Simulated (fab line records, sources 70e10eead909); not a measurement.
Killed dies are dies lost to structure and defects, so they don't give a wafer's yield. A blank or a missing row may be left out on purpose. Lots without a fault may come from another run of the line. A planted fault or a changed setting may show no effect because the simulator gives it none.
Chamber matching | flow nand_harc | NHARC_A_WL_FILL_ETCHBACK_26 on rie_si-05: 4 sister chambers
The step etches the open film in HBr, target depth 52 nm, time 13.3 s. 7 wafers are shown with their chamber, then 6 later ones without.

WAFERS WITH THEIR CHAMBER
wafer  | chamber | drypump_motor_current_A (A) | he_backside_leak_sccm (sccm)
L469.4 | 3       | 5.5                         | 2.7
L473.4 | 0       | 5.8                         | 3.0
L473.6 | 3       | 5.5                         | 2.9
L479.5 | 2       | 5.4                         | 2.7
L488.3 | 1       | 5.7                         | 2.4
L488.5 | 1       | 5.8                         | 2.4
L488.6 | 2       | 5.4                         | 2.5

WAFERS WITHOUT THEIR CHAMBER
wafer  | drypump_motor_current_A (A) | he_backside_leak_sccm (sccm)
L490.1 | 5.7                         | 2.3
L490.2 | 5.8                         | 2.9
L490.6 | 5.8                         | 2.7
L491.3 | 5.5                         | 2.8
L491.4 | 5.7                         | 2.4
L491.5 | 5.8                         | 3.0

WHICH CHAMBER EACH WENT THROUGH
wafer  | from the rows above     | in truth
L490.1 | 1                       | 1
L490.2 | 0                       | 0
L490.6 | can't be placed: 0 or 1 | 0
L491.3 | 3                       | 3
L491.4 | 1                       | 1
L491.5 | 0                       | 0
Placed correctly: 5 of 6. Can't be placed from these rows: 1 (the true chamber is among the candidates in 1). Placed wrongly: 0.
How it was worked out, from the rows above alone: a wafer's distance from a chamber is the root of the sum, over the readings, of the square of ((its reading less the chamber's mean) divided by the reading's scatter). The wafer belongs to the nearest chamber; if the next one is less than 2 further off, it can't be placed. A chamber's mean is the mean of its shown wafers. The scatter: the root of (the sum of the squares of (reading less its chamber's mean) over the shown wafers, divided by (wafers less chambers)).
